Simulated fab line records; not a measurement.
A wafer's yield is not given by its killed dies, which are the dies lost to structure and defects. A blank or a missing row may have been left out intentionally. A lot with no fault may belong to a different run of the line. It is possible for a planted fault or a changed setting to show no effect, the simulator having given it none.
fab line records -- flow n5Finfet
[record] lots = 12, wafers = 36, lastDay = 19
route steps=1938 shown HKMG_FIN@454 PAD_METAL@1894 PASSIVATION@1926
lots that met no fault: from a run of the same line without faults
startH: start of the lot's first displayed wafer, in hours after the record's first day -- waitH: hours from the lot's prior step to this one -- " unchanged from the row above -- L1.1+2: a row that stands for several wafers -- - no value, or no start was given -- * or withheld: withheld -- < > ~ a bound
route shown NAME@n: names a module that has steps shown in the file, with the first one's number in the route -- usual: mean/standard deviation of fault-free wafers -- same: alike in all rows -- chamber/n: place in a boat -- sites: each site's reading -- _std_site: their standard deviation -- _edge_site: mean of outer sites minus mean of inner sites -- radiusMm: for every site, how far away it sits from the centre of the wafer -- mask NAME#n: copy n -- behind: the most recent tool/chamber to have shaped the wafer -- hold: why the lot was held/for how many hours/how that ended -- device: which transistor (n, p or np) failed to switch -- end of line: at the end of the route, the tests of the same wafers -- a step with no rows: only its recipe -- killed: dies lost to structure and defects at the first sort, not the wafer's yield -- map: a wafer's dies, x killed, . not, _ none there
set.NAME: the setting that was run; set.NAME@STEP: the one run at that earlier step -- model.NAME: the simulator's own value behind a step, which no gauge read
one table for each step of the route and one row for each wafer, over a sample of lots
services: the hour from which a tool's chamber was out of use, counted from the record's first day as startH (under 0 if before that day), plus the number of hours and why
[[steps]]
[step N5_HKMG_FIN_ETCHBACK_68]
[recipe] chemistry = Cl2/Ar, stopOn = HfO2, targetDepthA = 5, pressureMtorr = 10, icpW = 600, biasW = 60, Cl2_flow_sccm = 40, Ar_flow_sccm = 60
[usual] drypumpMotorCurrentA = 5.6/0.45, mfcArSccm = 59.99/0.18, oesProductAu = 0.73/0.08, throttleValvePct = 20.97/0.23
lot.wafer,tool,chamber,startH,waitH,drypumpMotorCurrentA,mfcArSccm,oesProductAu,rfHoursCounterH,throttleValvePct
L920.2,rieMetal-02,0,81.60,0.0,5.1,59.96,0.66,95,21.19
L920.5,rieMetal-02,1,81.60,0.0,6.1,59.88,0.85,-,20.93
L920.6,rieMetal-02,0,81.60,0.0,5.1,60.14,0.66,-,21.19
L921.2,rieMetal-02,1,85.28,0.0,6.1,59.84,0.85,14,20.92
L921.4,rieMetal-02,1,85.28,0.0,6.1,60.01,0.85,-,20.92
L921.5,rieMetal-02,0,85.28,0.0,5.2,59.79,0.66,-,21.19
L922.2,rieMetal-02,1,93.01,0.0,6.1,60.10,0.85,15,20.92
L922.4,rieMetal-02,1,93.01,0.0,6.1,60.12,0.85,-,20.91
L922.6,rieMetal-02,0,93.01,0.0,5.1,60.18,0.66,-,21.20
L923.2,rieMetal-01,0,96.33,0.0,6.1,59.85,0.68,83,20.62
L923.3,rieMetal-01,1,96.33,0.0,5.4,59.99,0.82,-,20.99
L923.6,rieMetal-01,1,96.33,0.0,5.4,59.90,0.81,-,21.01
L924.1,rieMetal-02,0,104.48,0.0,5.1,60.08,0.66,97,21.18
L924.2,rieMetal-02,1,104.48,0.0,6.2,60.26,0.84,16,20.91
L924.6,rieMetal-02,1,104.48,0.0,6.1,60.45,0.84,-,20.90
L925.1,rieMetal-01,0,106.97,0.0,6.1,59.81,0.68,84,20.62
L925.4,rieMetal-01,1,106.97,0.0,5.5,60.03,0.82,-,21.01
L925.5,rieMetal-01,1,106.97,0.0,5.4,60.00,0.81,-,20.98
L927.3,rieMetal-03,1,121.34,0.1,5.1,59.94,0.69,-,20.70
L927.5,rieMetal-03,0,121.34,0.1,5.2,59.99,0.70,-,21.30
L927.6,rieMetal-03,1,121.34,0.1,5.1,60.00,0.64,-,20.80
L929.2,rieMetal-01,0,131.67,0.0,6.1,60.08,0.67,86,20.62
L929.3,rieMetal-01,0,131.67,0.0,6.1,60.20,0.67,-,20.61
L929.4,rieMetal-01,1,131.67,0.0,5.4,59.83,0.81,-,21.01
L932.2,rieMetal-03,0,157.19,0.0,5.2,60.05,0.69,79,21.31
L932.5,rieMetal-03,0,157.19,0.0,5.2,59.87,0.69,-,21.30
L932.6,rieMetal-03,1,157.19,0.0,5.1,59.98,0.64,-,20.78
L936.3,rieMetal-02,0,172.87,0.1,5.2,60.22,0.65,-,21.21
L936.4,rieMetal-02,1,172.87,0.1,6.2,59.63,0.83,-,20.92
L936.5,rieMetal-02,0,172.87,0.1,5.1,60.27,0.65,-,21.21
L938.1,rieMetal-02,1,185.62,0.0,6.1,59.97,0.82,22,20.94
L938.3,rieMetal-02,1,185.62,0.0,6.1,60.18,0.82,-,20.94
L938.5,rieMetal-02,1,185.62,0.0,6.0,60.09,0.82,-,20.93
L942.2,rieMetal-03,0,210.77,0.0,5.2,59.88,0.68,85,21.32
L942.3,rieMetal-03,0,210.77,0.0,5.2,60.05,0.68,-,21.30
L942.6,rieMetal-03,0,210.77,0.0,5.3,59.90,0.63,-,21.40
[step N5_PASSIVATION_PRE_CLEAN_19]
[recipe] gas = H2/He, timeS = *, tempC = *
[usual] heaterPowerW = 474/47, susceptorTempC = *
lot.wafer,tool,chamber,startH,waitH,heaterPowerW,susceptorTempC
L921.2,pvdSputter-03,-,305.68,0.0,530,*
L921.4,pvdSputter-03,-,305.68,0.0,412,*
L921.5,pvdSputter-03,-,305.68,0.0,448,*
L920.2,pvdSputter-03,-,311.18,0.0,456,*
L920.5,pvdSputter-03,-,311.18,0.0,529,*
L920.6,pvdSputter-03,-,311.18,0.0,443,*
L924.1,pvdSputter-02,-,317.19,0.0,577,*
L924.2,pvdSputter-02,-,317.19,0.0,481,*
L924.6,pvdSputter-02,-,317.19,0.0,479,*
L923.2,pvdSputter-01,-,317.72,0.0,462,*
L923.3,pvdSputter-01,-,317.72,0.0,470,*
L923.6,pvdSputter-01,-,317.72,0.0,492,*
L922.2,pvdSputter-02,-,331.41,0.0,506,*
L922.4,pvdSputter-02,-,331.41,0.0,496,*
L922.6,pvdSputter-02,-,331.41,0.0,428,*
L925.1,pvdSputter-01,-,336.37,0.0,490,*
L925.4,pvdSputter-01,-,336.37,0.0,467,*
L925.5,pvdSputter-01,-,336.37,0.0,404,*
L927.3,pvdSputter-01,-,336.71,0.0,455,*
L927.5,pvdSputter-01,-,336.71,0.0,464,*
L927.6,pvdSputter-01,-,336.71,0.0,454,*
L929.2,pvdSputter-02,-,369.89,0.0,558,*
L929.3,pvdSputter-02,-,369.89,0.0,428,*
L929.4,pvdSputter-02,-,369.89,0.0,492,*
L932.2,pvdSputter-02,-,370.71,0.0,426,*
L932.5,pvdSputter-02,-,370.71,0.0,493,*
L932.6,pvdSputter-02,-,370.71,0.0,506,*
L936.3,pvdSputter-03,-,406.05,0.0,537,*
L936.4,pvdSputter-03,-,406.05,0.0,512,*
L936.5,pvdSputter-03,-,406.05,0.0,438,*
L938.1,pvdSputter-03,-,421.73,0.0,444,*
L938.3,pvdSputter-03,-,421.73,0.0,528,*
L938.5,pvdSputter-03,-,421.73,0.0,444,*
L942.2,pvdSputter-02,-,439.28,0.0,422,*
L942.3,pvdSputter-02,-,439.28,0.0,565,*
L942.6,pvdSputter-02,-,439.28,0.0,521,*
[step N5_PASSIVATION_OVL_MEAS_66]
[recipe] pointsPerWafer = 44
[usual] PASS_OPEN_OVL = 0/4.8
lot.wafer,tool,chamber,startH,waitH,PASS_OPEN_OVL[nm]
L921.2,overlay-02,0,308.44,0.0,-3
L921.4,overlay-02,0,308.44,0.0,2
L921.5,overlay-02,0,308.44,0.0,-5
L920.2,overlay-02,0,313.75,0.0,-3
L920.5,overlay-02,0,313.75,0.0,2
L920.6,overlay-02,0,313.75,0.0,-1
L924.1,overlay-01,0,319.60,0.0,6
L924.2,overlay-01,0,319.60,0.0,-4
L924.6,overlay-01,0,319.60,0.0,2
L923.2,overlay-01,0,320.24,0.0,5
L923.3,overlay-01,0,320.24,0.0,7
L923.6,overlay-01,0,320.24,0.0,-2
L922.2,overlay-02,0,334.69,0.0,5
L922.4,overlay-02,0,334.69,0.0,2
L922.6,overlay-02,0,334.69,0.0,-5
L925.1,overlay-02,0,350.29,0.0,-8
L925.4,overlay-02,0,350.29,0.0,-3
L925.5,overlay-02,0,350.29,0.0,-3
L927.3,overlay-01,0,350.49,0.0,1
L927.5,overlay-01,0,350.49,0.0,-2
L927.6,overlay-01,0,350.49,0.0,5
L929.2,overlay-01,0,372.59,0.0,-4
L929.3,overlay-01,0,372.59,0.0,-3
L929.4,overlay-01,0,372.59,0.0,-11
L932.2,overlay-02,0,373.22,0.0,-2
L932.5,overlay-02,0,373.22,0.0,1
L932.6,overlay-02,0,373.22,0.0,1
L936.3,overlay-01,0,408.98,0.0,-5
L936.4,overlay-01,0,408.98,0.0,5
L936.5,overlay-01,0,408.98,0.0,-2
L938.1,overlay-01,0,424.48,0.0,9
L938.3,overlay-01,0,424.48,0.0,3
L938.5,overlay-01,0,424.48,0.0,2
L942.2,overlay-02,0,442.04,0.0,6
L942.3,overlay-02,0,442.04,0.0,5
L942.6,overlay-02,0,442.04,0.0,5
[step N5_PASSIVATION_PROBE_49]
[usual] defectLimitedYield = 91.6/1.4, killed_at_M0_to_M3 = 35/10, killed_at_M4_up = 13/4.8, killedAtContacts = 12/7.2, killedAtFrontEnd = 36/12, killedAtOther = 4/3.1, killedDies = 100/17, killedOpen = 66/13, killedShort = 32/7.3, sort_bin_4_leakage = 0.00/0.0099, sort_bin_5_function = 5.0/0.94, sort_bin_6_memory = 3.1/0.67, sort_bin_8_speed = 0.01/0.047, sortNPass = 1080/17, sortYieldPct = 91.6/1.4
[same] grossDies = 1180, killedAtBackSide = 0
lot.wafer,tool,chamber,startH,waitH,defectLimitedYield[%],killed_at_M0_to_M3,killed_at_M4_up,killedAtContacts,killedAtFrontEnd,killedAtOther,killedDies,killedOpen,killedShort,sort_bin_4_leakage[%],sort_bin_5_function[%],sort_bin_6_memory[%],sort_bin_8_speed[%],sortNPass,sortYieldPct[%]
L936.3,prober-01,-,412.19,0.1,81.2,15,10,11,182,4,222,53,23,0,12.7,3.2,0,958,81.2
L936.4,prober-01,-,412.24,0.2,80.6,29,5,16,177,2,229,50,33,0,11.7,4.3,0,951,80.6
L936.5,prober-01,-,412.29,0.2,82.4,35,7,5,161,0,208,36,30,0,10.8,3.4,0,972,82.4
L938.1,prober-02,-,427.98,0.0,80.2,26,12,5,189,2,234,56,30,0,12.7,3.6,0,946,80.2
L938.3,prober-02,-,428.08,0.1,80.8,36,14,10,164,2,226,55,29,0,11.4,4.2,0,954,80.8
L938.5,prober-02,-,428.18,0.2,79.2,17,18,4,205,2,246,72,20,0,12.6,5.3,0,934,79.2
// killed by level:class
L936.3 HKMG_FIN:unspecified=146 STI_FIN_REVEAL:geometricParticle:open=13 MOL_CONTACT_COAG:geometricParticle:open=7 BEOL_M0_SAQP:geometricParticle:short=5 MOL_CONTACT_COAG:geometricParticle:short=4 BEOL_M3:geometricParticle:open=4 DUMMY_GATE:geometricParticle:short=3 GATE_CUT:geometricParticle:short=3
L936.4 HKMG_FIN:unspecified=146 STI_FIN_REVEAL:geometricParticle:open=12 MOL_CONTACT_COAG:geometricParticle:open=12 FIN_SAQP:geometricParticle:short=8 BEOL_M0_SAQP:geometricParticle:open=7 BEOL_M0_SAQP:geometricParticle:short=6 GATE_CUT:geometricParticle:short=4 MOL_CONTACT_COAG:geometricParticle:short=4
L936.5 HKMG_FIN:unspecified=142 BEOL_M0_SAQP:geometricParticle:open=15 BEOL_M0_SAQP:geometricParticle:short=11 FIN_SAQP:geometricParticle:short=5 STARTING-WAFER:geometricParticle:short=4 BEOL_M2:geometricParticle:open=4 BEOL_M4:geometricParticle:open=4 DUMMY_GATE:geometricParticle:open=3
L938.1 HKMG_FIN:unspecified=148 BEOL_M2:geometricParticle:open=11 STI_FIN_REVEAL:geometricParticle:open=10 GATE_CUT:geometricParticle:short=8 DUMMY_GATE:geometricParticle:open=5 BEOL_M0_SAQP:geometricParticle:open=5 FIN_SAQP:geometricParticle:short=4 MOL_CONTACT_COAG:geometricParticle:open=4
L938.3 HKMG_FIN:unspecified=142 BEOL_M2:geometricParticle:open=10 STI_FIN_REVEAL:geometricParticle:open=7 MOL_CONTACT_COAG:geometricParticle:open=6 BEOL_M0_SAQP:geometricParticle:open=6 MOL_CONTACT_COAG:geometricParticle:short=4 BEOL_M0_SAQP:geometricParticle:short=4 BEOL_M3:geometricParticle:open=4
L938.5 HKMG_FIN:unspecified=154 STI_FIN_REVEAL:geometricParticle:open=21 FIN_SAQP:geometricParticle:open=11 BEOL_M4:geometricParticle:open=10 BEOL_M0_SAQP:geometricParticle:open=5 STI_FIN_REVEAL:geometricParticle:short=4 GATE_CUT:geometricParticle:short=4 BEOL_M5:geometricParticle:open=4
[[services]]
tool,chamber,startH,hours,kind
pvdSputter-03,-,107.51,2.6,repair
pvdSputter-02,-,134.88,5.2,repair
rieMetal-02,-,138.03,1.4,pm
pvdSputter-03,-,139.96,3.3,repair
pvdSputter-02,-,168.67,3.0,repair
rieMetal-02,-,175.96,1.2,repair
rieMetal-01,-,188.71,2.8,pm
rieMetal-02,-,206.38,0.5,repair
rieMetal-02,1,218.44,21.5,repair
rieMetal-01,0,246.35,12.9,repair
rieMetal-03,-,255.91,1.1,repair
rieMetal-02,0,263.37,-,clean
rieMetal-02,0,263.37,16.7,scheduledDown
rieMetal-02,0,263.37,16.7,ventCycle
pvdSputter-01,-,272.01,0.5,repair
rieMetal-01,0,354.73,-,clean
rieMetal-01,0,354.73,34.2,scheduledDown
rieMetal-01,0,354.73,34.2,ventCycle
pvdSputter-02,-,375.57,6.0,repair
pvdSputter-03,-,378.12,2.5,repair
rieMetal-03,1,385.20,-,clean
rieMetal-03,1,385.20,16.9,scheduledDown
rieMetal-03,1,385.20,16.9,ventCycle
pvdSputter-01,-,414.55,1.5,repair
[[key]]
[firstSign] step = N5_PASSIVATION_PROBE_49, reading = killedAtFrontEnd, direction = up, sigmas = 12, usual = 36, struck = 180
[effect] step = N5_PASSIVATION_PROBE_49, reading = killedDies, direction = up, sigmas = 7.6, usual = 100, struck = 228
[moreKillsBornAt] N5_HKMG_FIN_ETCHBACK_68@rieMetal-02 = 878
metAt N5_HKMG_FIN_ETCHBACK_68
struckLots L936,L938
notActingAt N5_PASSIVATION_PRE_CLEAN_19,N5_PASSIVATION_OVL_MEAS_66
onsetBetween 104.48 172.87
[fault] kind = chamberParticleSource, tool = rieMetal-02, chamber = -, onsetH = 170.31, steps = N5_HKMG_FIN_ETCHBACK_68, ratePerVisitCm2 = 1.4541, endH = 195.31
